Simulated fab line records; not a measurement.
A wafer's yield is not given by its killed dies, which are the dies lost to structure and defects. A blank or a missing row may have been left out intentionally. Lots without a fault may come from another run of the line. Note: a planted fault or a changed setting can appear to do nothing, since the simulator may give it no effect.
fab line records -- flow nand_harc
[record] lots = 6, wafers = 18, last_day = 33
route steps=1302 shown A_ONON_D2@550 END@1302
lots untouched by any fault: they come from a run of this same line in which no faults occurred
start_h: the number of hours between the record's first day and the start of the first shown wafer of the lot -- wait_h: time in hours since the lot's previous step -- " unchanged from the row above -- L1.1+2: one row covering several wafers at once -- - no value, or no start given -- * or withheld: withheld -- < > ~ a bound
route shown NAME@n: NAME is a module with steps in the file, n the number in the route of the first one -- usual: mean/standard deviation taken from wafers without a fault -- same: alike in all rows -- chamber/n: place in a boat -- sites: per-site readings -- _std_site: the values' standard deviation -- _edge_site: outer sites' mean less inner sites' -- radius_mm: for every site, how far away it sits from the centre of the wafer -- mask NAME#n: copy n -- behind: the tool/chamber that last shaped the wafer -- hold: cause of the lot's hold/its duration in hours/its outcome -- device: transistor that didn't switch, given as n, p or np -- end of line: the same wafers' tests at the end of the route -- for a step that has no rows: nothing shown but its recipe -- killed: dies that structure and defects cost at the first sort, which is not the same as the wafer's yield -- map: a wafer's dies, x killed, . not, _ none there
set.NAME: setting as actually run; set.NAME@STEP: the setting as run at that earlier step -- model.NAME: the simulator's own value behind a step, which no gauge read
certain route steps with their lots: each step a table, each wafer a row
services: from which hour (start_h, from the record's first day; less than 0 if before it) a tool's chamber was out of use, for how many hours, and why
[[steps]]
[step NHARC_A_ONON_D2_THK_MEAS_08]
[recipe] thk_meas_gauge = ellipsometry
[usual] thk_nm = 1005/9.3
lot.wafer,tool,chamber,start_h,wait_h,thk_nm
L444.3,film_metro-02,-,308.81,-,1014
L444.4,film_metro-02,-,308.81,-,1015
L444.6,film_metro-02,-,308.81,-,1014
L449.4,film_metro-01,-,375.62,-,1001
L449.5,film_metro-01,-,375.62,-,1001
L449.6,film_metro-01,-,375.62,-,1000
L450.1,film_metro-01,-,382.42,-,1005
L450.4,film_metro-01,-,382.42,-,1005
L450.5,film_metro-01,-,382.42,-,1003
L455.1,film_metro-01,-,434.65,-,991
L455.4,film_metro-01,-,434.65,-,990
L455.6,film_metro-01,-,434.65,-,991
L460.1,film_metro-01,-,478.07,-,1005
L460.3,film_metro-01,-,478.07,-,1007
L460.6,film_metro-01,-,478.07,-,1005
L462.2,film_metro-01,-,500.81,-,1002
L462.4,film_metro-01,-,500.81,-,1002
L462.5,film_metro-01,-,500.81,-,1001
[step NHARC_A_ONON_D2_DEP_09]
[recipe] target_thk_a = 10000, n2_flow_sccm = 2750, n2o_flow_sccm = 2000, nh3_flow_sccm = 500, sih4_flow_sccm = 210, temp_c = 400
[step NHARC_A_ONON_D2_THK_MEAS_11]
[recipe] thk_meas_gauge = ellipsometry
[usual] thk_nm = 999/8
lot.wafer,tool,chamber,start_h,wait_h,thk_nm
L444.3,film_metro-01,-,309.38,-,1005
L444.4,film_metro-01,-,309.38,-,1003
L444.6,film_metro-01,-,309.38,-,1002
L449.4,film_metro-01,-,376.19,-,995
L449.5,film_metro-01,-,376.19,-,996
L449.6,film_metro-01,-,376.19,-,997
L450.1,film_metro-01,-,382.99,-,1002
L450.4,film_metro-01,-,382.99,-,1003
L450.5,film_metro-01,-,382.99,-,1000
L455.1,film_metro-02,-,435.21,-,1005
L455.4,film_metro-02,-,435.21,-,1005
L455.6,film_metro-02,-,435.21,-,1003
L460.1,film_metro-02,-,478.64,-,996
L460.3,film_metro-02,-,478.64,-,995
L460.6,film_metro-02,-,478.64,-,996
L462.2,film_metro-01,-,501.38,-,1010
L462.4,film_metro-01,-,501.38,-,1011
L462.5,film_metro-01,-,501.38,-,1009
[step NHARC_A_ONON_D2_DEP_12]
[recipe] target_thk_a = 10000, n2_flow_sccm = 2750, n2o_flow_sccm = 2000, nh3_flow_sccm = 500, sih4_flow_sccm = 210, temp_c = 400
[step NHARC_A_ONON_D2_THK_MEAS_14]
[recipe] thk_meas_gauge = ellipsometry
[usual] thk_nm = 996/11
lot.wafer,tool,chamber,start_h,wait_h,thk_nm
L444.3,film_metro-01,-,309.95,-,991
L444.4,film_metro-01,-,309.95,-,992
L444.6,film_metro-01,-,309.95,-,992
L449.4,film_metro-01,-,376.75,-,1000
L449.5,film_metro-01,-,376.75,-,1000
L449.6,film_metro-01,-,376.75,-,999
L450.1,film_metro-01,-,383.56,-,1016
L450.4,film_metro-01,-,383.56,-,1014
L450.5,film_metro-01,-,383.56,-,1017
L455.1,film_metro-02,-,435.77,-,995
L455.4,film_metro-02,-,435.77,-,995
L455.6,film_metro-02,-,435.77,-,995
L460.1,film_metro-02,-,479.21,-,982
L460.3,film_metro-02,-,479.21,-,983
L460.6,film_metro-02,-,479.21,-,982
L462.2,film_metro-01,-,501.95,-,1009
L462.4,film_metro-01,-,501.95,-,1009
L462.5,film_metro-01,-,501.95,-,1010
[step NHARC_A_ONON_D2_ANNEAL_15]
[recipe] temp_c = 750, time_s = 3600
[step NHARC_A_ONON_D2_DEP_16]
[recipe] target_thk_a = 10000, n2_flow_sccm = 2750, n2o_flow_sccm = 2000, nh3_flow_sccm = 500, sih4_flow_sccm = 210, temp_c = 400
[step NHARC_A_ONON_D2_THK_MEAS_18]
[recipe] thk_meas_gauge = ellipsometry
[usual] thk_nm = 1000/11
lot.wafer,tool,chamber,start_h,wait_h,thk_nm
L444.3,film_metro-01,-,317.97,-,1010
L444.4,film_metro-01,-,317.97,-,1014
L444.6,film_metro-01,-,317.97,-,1011
L449.4,film_metro-01,-,385.08,-,980
L449.5,film_metro-01,-,385.08,-,977
L449.6,film_metro-01,-,385.08,-,978
L450.1,film_metro-02,-,398.87,-,997
L450.4,film_metro-02,-,398.87,-,997
L450.5,film_metro-02,-,398.87,-,996
L455.1,film_metro-01,-,443.42,-,988
L455.4,film_metro-01,-,443.42,-,989
L455.6,film_metro-01,-,443.42,-,989
L460.1,film_metro-01,-,486.93,-,1000
L460.3,film_metro-01,-,486.93,-,1001
L460.6,film_metro-01,-,486.93,-,1002
L462.2,film_metro-02,-,509.34,-,1022
L462.4,film_metro-02,-,509.34,-,1020
L462.5,film_metro-02,-,509.34,-,1021
[step NHARC_A_ONON_D2_DEP_19]
[recipe] target_thk_a = 10000, n2_flow_sccm = 2750, n2o_flow_sccm = 2000, nh3_flow_sccm = 500, sih4_flow_sccm = 210, temp_c = 400
[step NHARC_A_ONON_D2_THK_MEAS_21]
[recipe] thk_meas_gauge = ellipsometry
[usual] thk_nm = 998/8.3
lot.wafer,tool,chamber,start_h,wait_h,thk_nm
L444.3,film_metro-02,-,318.54,-,994
L444.4,film_metro-02,-,318.54,-,993
L444.6,film_metro-02,-,318.54,-,994
L449.4,film_metro-01,-,385.64,-,993
L449.5,film_metro-01,-,385.64,-,994
L449.6,film_metro-01,-,385.64,-,994
L450.1,film_metro-02,-,399.57,-,1013
L450.4,film_metro-02,-,399.57,-,1012
L450.5,film_metro-02,-,399.57,-,1013
L455.1,film_metro-02,-,443.99,-,1006
L455.4,film_metro-02,-,443.99,-,1009
L455.6,film_metro-02,-,443.99,-,1009
L460.1,film_metro-02,-,487.50,-,1003
L460.3,film_metro-02,-,487.50,-,1003
L460.6,film_metro-02,-,487.50,-,1003
L462.2,film_metro-02,-,509.91,-,997
L462.4,film_metro-02,-,509.91,-,996
L462.5,film_metro-02,-,509.91,-,997
[step NHARC_A_ONON_D2_DEP_22]
[recipe] target_thk_a = 10000, n2_flow_sccm = 2750, n2o_flow_sccm = 2000, nh3_flow_sccm = 500, sih4_flow_sccm = 210, temp_c = 400
[step NHARC_A_ONON_D2_THK_MEAS_24]
[recipe] thk_meas_gauge = ellipsometry
[usual] thk_nm = 1002/9.4
lot.wafer,tool,chamber,start_h,wait_h,thk_nm
L444.3,film_metro-01,-,319.11,-,1010
L444.4,film_metro-01,-,319.11,-,1010
L444.6,film_metro-01,-,319.11,-,1009
L449.4,film_metro-01,-,386.21,-,1006
L449.5,film_metro-01,-,386.21,-,1006
L449.6,film_metro-01,-,386.21,-,1008
L450.1,film_metro-02,-,400.15,-,1002
L450.4,film_metro-02,-,400.15,-,1002
L450.5,film_metro-02,-,400.15,-,1001
L455.1,film_metro-02,-,444.57,-,984
L455.4,film_metro-02,-,444.57,-,985
L455.6,film_metro-02,-,444.57,-,983
L460.1,film_metro-02,-,488.07,-,1007
L460.3,film_metro-02,-,488.07,-,1005
L460.6,film_metro-02,-,488.07,-,1008
L462.2,film_metro-02,-,510.47,-,1007
L462.4,film_metro-02,-,510.47,-,1007
L462.5,film_metro-02,-,510.47,-,1005
[step NHARC_A_ONON_D2_DEP_25]
[recipe] target_thk_a = 10000, n2_flow_sccm = 2750, n2o_flow_sccm = 2000, nh3_flow_sccm = 500, sih4_flow_sccm = 210, temp_c = 400
[usual] n2_flow_sccm = 2751/8.9
lot.wafer,tool,chamber,start_h,wait_h,n2_flow_sccm
L444.3,pecvd_onon-03,0,319.28,0.2,2741
L444.4,pecvd_onon-03,0,319.28,0.2,2745
L444.6,pecvd_onon-03,0,319.28,0.2,2740
L449.4,pecvd_onon-03,0,386.44,0.2,2750
L449.5,pecvd_onon-03,0,386.44,0.2,2751
L449.6,pecvd_onon-03,0,386.44,0.2,2754
L450.1,pecvd_onon-03,0,400.20,0.1,2757
L450.4,pecvd_onon-03,0,400.20,0.1,2736
L450.5,pecvd_onon-03,0,400.20,0.1,2740
L455.1,pecvd_onon-01,0,444.63,0.1,2747
L455.4,pecvd_onon-01,0,444.63,0.1,2763
L455.6,pecvd_onon-01,0,444.63,0.1,2747
L460.1,pecvd_onon-01,0,488.12,0.1,2746
L460.3,pecvd_onon-01,0,488.12,0.1,2754
L460.6,pecvd_onon-01,0,488.12,0.1,2753
L462.2,pecvd_onon-04,0,510.59,0.1,2744
L462.4,pecvd_onon-04,0,510.59,0.1,2746
L462.5,pecvd_onon-04,0,510.59,0.1,2744
[step NHARC_A_ONON_D2_THK_MEAS_27]
[recipe] thk_meas_gauge = ellipsometry
[usual] thk_nm = 999/8.9
lot.wafer,tool,chamber,start_h,wait_h,thk_nm
L444.3,film_metro-01,-,319.67,-,1005
L444.4,film_metro-01,-,319.67,-,1005
L444.6,film_metro-01,-,319.67,-,1003
L449.4,film_metro-01,-,386.78,-,1425
L449.5,film_metro-01,-,386.78,-,995
L449.6,film_metro-01,-,386.78,-,996
L450.1,film_metro-02,-,400.72,-,1427
L450.4,film_metro-02,-,400.72,-,1430
L450.5,film_metro-02,-,400.72,-,995
L455.1,film_metro-01,-,445.14,-,999
L455.4,film_metro-01,-,445.14,-,999
L455.6,film_metro-01,-,445.14,-,998
L460.1,film_metro-02,-,488.63,-,987
L460.3,film_metro-02,-,488.63,-,986
L460.6,film_metro-02,-,488.63,-,987
L462.2,film_metro-01,-,511.05,-,1009
L462.4,film_metro-01,-,511.05,-,1009
L462.5,film_metro-01,-,511.05,-,1007
[step NHARC_A_ONON_D2_DEP_28]
[recipe] target_thk_a = 10000, n2_flow_sccm = 2750, n2o_flow_sccm = 2000, nh3_flow_sccm = 500, sih4_flow_sccm = 210, temp_c = 400
[step NHARC_END_SORT_01]
[recipe] temp_c = 25
[usual] killed_at_array = 59/16, killed_at_other = 0.8/1.1, killed_at_periphery = 3.6/2.4, killed_dies = 64/16, killed_open = 3.4/1.8, killed_short = 2.5/1.6
[same] gross_dies = 677
lot.wafer,tool,chamber,start_h,wait_h,killed_at_array,killed_at_other,killed_at_periphery,killed_dies,killed_open,killed_short
L444.3,prober-01,0,596.21,3.1,44,1,4,49,2,3
L444.4,prober-01,0,597.00,3.4,46,4,3,53,3,3
L444.6,prober-01,0,598.59,4.0,52,0,2,54,5,1
L449.4,prober-02,0,692.50,3.4,672,2,3,677,1,5
L449.5,prober-02,0,693.30,3.7,52,1,7,60,4,1
L449.6,prober-02,0,694.10,4.0,63,1,9,73,5,3
L450.1,prober-02,0,697.89,2.5,675,0,2,677,1,4
L450.4,prober-02,0,700.32,3.4,675,2,0,677,0,1
L450.5,prober-02,0,701.13,3.7,88,0,5,93,5,2
L455.1,prober-01,0,741.60,2.5,50,3,2,55,5,4
L455.4,prober-01,0,744.02,3.4,55,1,3,59,6,2
L455.6,prober-01,0,745.64,4.0,46,3,3,52,3,4
L460.1,prober-01,0,763.49,2.5,73,0,3,76,3,2
L460.3,prober-01,0,765.06,3.1,80,0,1,81,3,4
L460.6,prober-01,0,767.43,3.9,71,0,0,71,3,3
L462.4,prober-01,0,781.86,3.4,75,0,4,79,7,1
// killed by level:class
L444.3 A_CHANNEL_HOLE_D2:chamber_film_flake=31 A_CHANNEL_HOLE_D1:chamber_film_flake=4 A_CONTACT:chamber_film_flake=4 P_GATE:chamber_film_flake=2 P_CONTACT:geometric_particle:open=1 A_CHANNEL_FILL_D1:geometric_particle:short=1 A_CHANNEL_FILL_D2:geometric_particle:short=1 A_WL_FILL:geometric_particle:short=1
L444.4 A_CHANNEL_HOLE_D2:chamber_film_flake=28 A_CHANNEL_HOLE_D1:chamber_film_flake=5 THIN_TSV:chamber_film_flake=4 P_GATE:chamber_film_flake=3 A_WL_FILL:geometric_particle:short=2 A_STAIRCASE:chamber_film_flake=2 A_CONTACT:chamber_film_flake=2 A_ONON_D2:geometric_particle:open=1
L444.6 A_CHANNEL_HOLE_D2:chamber_film_flake=36 A_CHANNEL_HOLE_D1:chamber_film_flake=5 A_STAIRCASE:chamber_film_flake=3 A_WL_FILL:geometric_particle:open=2 A_CONTACT:chamber_film_flake=2 P_GATE:geometric_particle:open=1 A_CHANNEL_FILL_D1:geometric_particle:short=1 A_CHANNEL_FILL_D2:geometric_particle:open=1
L449.4 A_ONON_D2:area_dep=605 A_CHANNEL_HOLE_D1:chamber_film_flake=32 A_CHANNEL_HOLE_D2:chamber_film_flake=21 A_CONTACT:chamber_film_flake=3 P_M0:chamber_film_flake=3 A_STAIRCASE:chamber_film_flake=3 A_WL_FILL:geometric_particle:short=2 STARTING-WAFER:geometric_particle:short=2
L449.5 A_CHANNEL_HOLE_D1:chamber_film_flake=20 A_CHANNEL_HOLE_D2:chamber_film_flake=15 P_M0:chamber_film_flake=5 A_DECK1_JOINT:chamber_film_flake=5 A_CONTACT:chamber_film_flake=4 A_STAIRCASE:chamber_film_flake=2 P_M2:geometric_particle:open=1 A_CHANNEL_FILL_D1:geometric_particle:open=1
L449.6 A_CHANNEL_HOLE_D1:chamber_film_flake=30 A_CHANNEL_HOLE_D2:chamber_film_flake=15 P_M0:chamber_film_flake=6 A_CONTACT:chamber_film_flake=4 A_STAIRCASE:chamber_film_flake=4 A_DECK1_JOINT:chamber_film_flake=3 A_WL_FILL:geometric_particle:open=2 P_CONTACT:geometric_particle:short=1
L450.1 A_ONON_D2:area_dep=601 A_SLIT:chamber_film_flake=34 A_CHANNEL_HOLE_D1:chamber_film_flake=30 A_CONTACT:chamber_film_flake=3 P_M0:chamber_film_flake=2 A_SOURCE_PLATE:geometric_particle:short=1 A_DECK1_JOINT:geometric_particle:short=1 A_CHANNEL_FILL_D2:geometric_particle:short=1
L450.4 A_ONON_D2:area_dep=615 A_CHANNEL_HOLE_D1:chamber_film_flake=27 A_SLIT:chamber_film_flake=26 A_STAIRCASE:chamber_film_flake=2 A_CHANNEL_FILL_D1:chamber_film_flake=2 A_CONTACT:chamber_film_flake=2 THIN_TSV:chamber_film_flake=2 A_CONTACT:geometric_particle:short=1
L450.5 A_SLIT:chamber_film_flake=40 A_CHANNEL_HOLE_D1:chamber_film_flake=38 P_M0:chamber_film_flake=2 A_DECK1_JOINT:chamber_film_flake=2 A_WL_FILL:chamber_film_flake=2 P_GATE:geometric_particle:open=1 P_M0:geometric_particle:open=1 A_CHANNEL_HOLE_D1:geometric_particle:open=1
L455.1 A_CHANNEL_HOLE_D1:chamber_film_flake=33 THIN_TSV:chamber_film_flake=3 A_CONTACT:chamber_film_flake=3 A_CHANNEL_FILL_D1:geometric_particle:open=2 A_SLIT:chamber_film_flake=2 A_CHANNEL_FILL_D1:chamber_film_flake=2 A_STAIRCASE:chamber_film_flake=2 P_CONTACT:geometric_particle:open=1
L455.4 A_CHANNEL_HOLE_D1:chamber_film_flake=35 A_CONTACT:chamber_film_flake=4 A_CONTACT:geometric_particle:open=3 A_DECK1_JOINT:chamber_film_flake=3 A_SLIT:chamber_film_flake=3 P_STI:chamber_film_flake=2 A_CHANNEL_HOLE_D1:geometric_particle:short=1 A_WL_FILL:geometric_particle:short=1
L455.6 A_CHANNEL_HOLE_D1:chamber_film_flake=30 A_STAIRCASE:chamber_film_flake=4 P_CONTACT:geometric_particle:short=3 A_SLIT:chamber_film_flake=3 THIN_TSV:chamber_film_flake=3 A_SGD_CUT:chamber_film_flake=2 A_CHANNEL_FILL_D1:geometric_particle:open=1 A_SGD_CUT:geometric_particle:short=1
L460.1 A_CHANNEL_HOLE_D2:chamber_film_flake=27 A_CHANNEL_HOLE_D1:chamber_film_flake=20 A_STAIRCASE:chamber_film_flake=9 A_SLIT:chamber_film_flake=7 A_CONTACT:chamber_film_flake=6 A_DECK1_JOINT:geometric_particle:open=2 P_M0:geometric_particle:open=1 P_M2:geometric_particle:short=1
L460.3 A_CHANNEL_HOLE_D2:chamber_film_flake=28 A_CHANNEL_HOLE_D1:chamber_film_flake=20 A_SLIT:chamber_film_flake=8 A_STAIRCASE:chamber_film_flake=6 A_WL_FILL:chamber_film_flake=5 A_CONTACT:chamber_film_flake=4 A_M1:geometric_particle:open=2 A_ONON_D1:geometric_particle:short=1
L460.6 A_CHANNEL_HOLE_D2:chamber_film_flake=25 A_CHANNEL_HOLE_D1:chamber_film_flake=14 A_STAIRCASE:chamber_film_flake=9 A_CONTACT:chamber_film_flake=8 A_WL_FILL:chamber_film_flake=5 A_SLIT:chamber_film_flake=2 A_CHANNEL_HOLE_D1:geometric_particle:short=1 A_CHANNEL_FILL_D2:geometric_particle:short=1
L462.4 A_CHANNEL_HOLE_D2:chamber_film_flake=30 A_CONTACT:chamber_film_flake=10 A_CHANNEL_HOLE_D1:chamber_film_flake=9 A_STAIRCASE:chamber_film_flake=7 A_SLIT:chamber_film_flake=6 A_M1:chamber_film_flake=6 P_STI:geometric_particle:open=1 P_M0:geometric_particle:open=1
// map L449.4 (x killed, . not)
____________x____________
_________xxxxxxx_________
_______xxxxxxxxxxx_______
______xxxxxxxxxxxxx______
_____xxxxxxxxxxxxxxx_____
____xxxxxxxxxxxxxxxxx____
____xxxxxxxxxxxxxxxxx____
___xxxxxxxxxxxxxxxxxxx___
___xxxxxxxxxxxxxxxxxxx___
__xxxxxxxxxxxxxxxxxxxxx__
__xxxxxxxxxxxxxxxxxxxxx__
_xxxxxxxxxxxxxxxxxxxxxxx_
_xxxxxxxxxxxxxxxxxxxxxxx_
_xxxxxxxxxxxxxxxxxxxxxxx_
_xxxxxxxxxxxxxxxxxxxxxxx_
_xxxxxxxxxxxxxxxxxxxxxxx_
xxxxxxxxxxxxxxxxxxxxxxxxx
xxxxxxxxxxxxxxxxxxxxxxxxx
xxxxxxxxxxxxxxxxxxxxxxxxx
xxxxxxxxxxxxxxxxxxxxxxxxx
xxxxxxxxxxxxxxxxxxxxxxxxx
_xxxxxxxxxxxxxxxxxxxxxxx_
_xxxxxxxxxxxxxxxxxxxxxxx_
_xxxxxxxxxxxxxxxxxxxxxxx_
_xxxxxxxxxxxxxxxxxxxxxxx_
_xxxxxxxxxxxxxxxxxxxxxxx_
__xxxxxxxxxxxxxxxxxxxxx__
__xxxxxxxxxxxxxxxxxxxxx__
___xxxxxxxxxxxxxxxxxxx___
___xxxxxxxxxxxxxxxxxxx___
____xxxxxxxxxxxxxxxxx____
____xxxxxxxxxxxxxxxxx____
_____xxxxxxxxxxxxxxx_____
______xxxxxxxxxxxxx______
_______xxxxxxxxxxx_______
_________xxxxxxx_________
____________x____________
// map L450.1 (x killed, . not)
____________x____________
_________xxxxxxx_________
_______xxxxxxxxxxx_______
______xxxxxxxxxxxxx______
_____xxxxxxxxxxxxxxx_____
____xxxxxxxxxxxxxxxxx____
____xxxxxxxxxxxxxxxxx____
___xxxxxxxxxxxxxxxxxxx___
___xxxxxxxxxxxxxxxxxxx___
__xxxxxxxxxxxxxxxxxxxxx__
__xxxxxxxxxxxxxxxxxxxxx__
_xxxxxxxxxxxxxxxxxxxxxxx_
_xxxxxxxxxxxxxxxxxxxxxxx_
_xxxxxxxxxxxxxxxxxxxxxxx_
_xxxxxxxxxxxxxxxxxxxxxxx_
_xxxxxxxxxxxxxxxxxxxxxxx_
xxxxxxxxxxxxxxxxxxxxxxxxx
xxxxxxxxxxxxxxxxxxxxxxxxx
xxxxxxxxxxxxxxxxxxxxxxxxx
xxxxxxxxxxxxxxxxxxxxxxxxx
xxxxxxxxxxxxxxxxxxxxxxxxx
_xxxxxxxxxxxxxxxxxxxxxxx_
_xxxxxxxxxxxxxxxxxxxxxxx_
_xxxxxxxxxxxxxxxxxxxxxxx_
_xxxxxxxxxxxxxxxxxxxxxxx_
_xxxxxxxxxxxxxxxxxxxxxxx_
__xxxxxxxxxxxxxxxxxxxxx__
__xxxxxxxxxxxxxxxxxxxxx__
___xxxxxxxxxxxxxxxxxxx___
___xxxxxxxxxxxxxxxxxxx___
____xxxxxxxxxxxxxxxxx____
____xxxxxxxxxxxxxxxxx____
_____xxxxxxxxxxxxxxx_____
______xxxxxxxxxxxxx______
_______xxxxxxxxxxx_______
_________xxxxxxx_________
____________x____________
[[services]]
tool,chamber,start_h,hours,kind
pecvd_onon-04,-,311.31,13.0,pm
pecvd_onon-03,-,408.00,13.0,pm
pecvd_onon-01,-,450.76,13.0,pm
pecvd_onon-03,-,454.56,5.3,repair
pecvd_onon-04,-,492.41,13.0,pm
[[key]]
[first_sign] step = NHARC_A_ONON_D2_THK_MEAS_27, reading = thk_nm, direction = up, sigmas = 48, usual = 999, struck = 1428
[effect] step = NHARC_END_SORT_01, reading = killed_dies, direction = up, sigmas = 39, usual = 64, struck = 677
[more_kills_born_at] NHARC_A_ONON_D2_DEP_25@pecvd_onon-03 = 1821
met_at NHARC_A_ONON_D2_DEP_25
struck_wafers L449.4,L450.1,L450.4
later_rows_left_out L449.4,L450.1,L450.4
tester_left_out L449,L450
onset_between 319.28 386.44
[fault] kind = process_parameter_drift, tool = pecvd_onon-03, chamber = -, onset_h = 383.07, steps = NHARC_A_ONON_D2_DEP_25, channel = target_thk_a, offset = *, shape = step, end_h = 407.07, scope = struck_wafers_only, acts_in = *, stated = *
// tester_left_out: of these lots the tester's yield and bins aren't shown, on N5 and GAA mostly nor the transistor test; their killed dies are dies lost to structure and defects alone, not to doping, threshold or leakage, so they don't give the yield
// later_rows_left_out: the simulator's readings of these wafers behind a module that went badly wrong aren't trusted and aren't shown, but for the sort
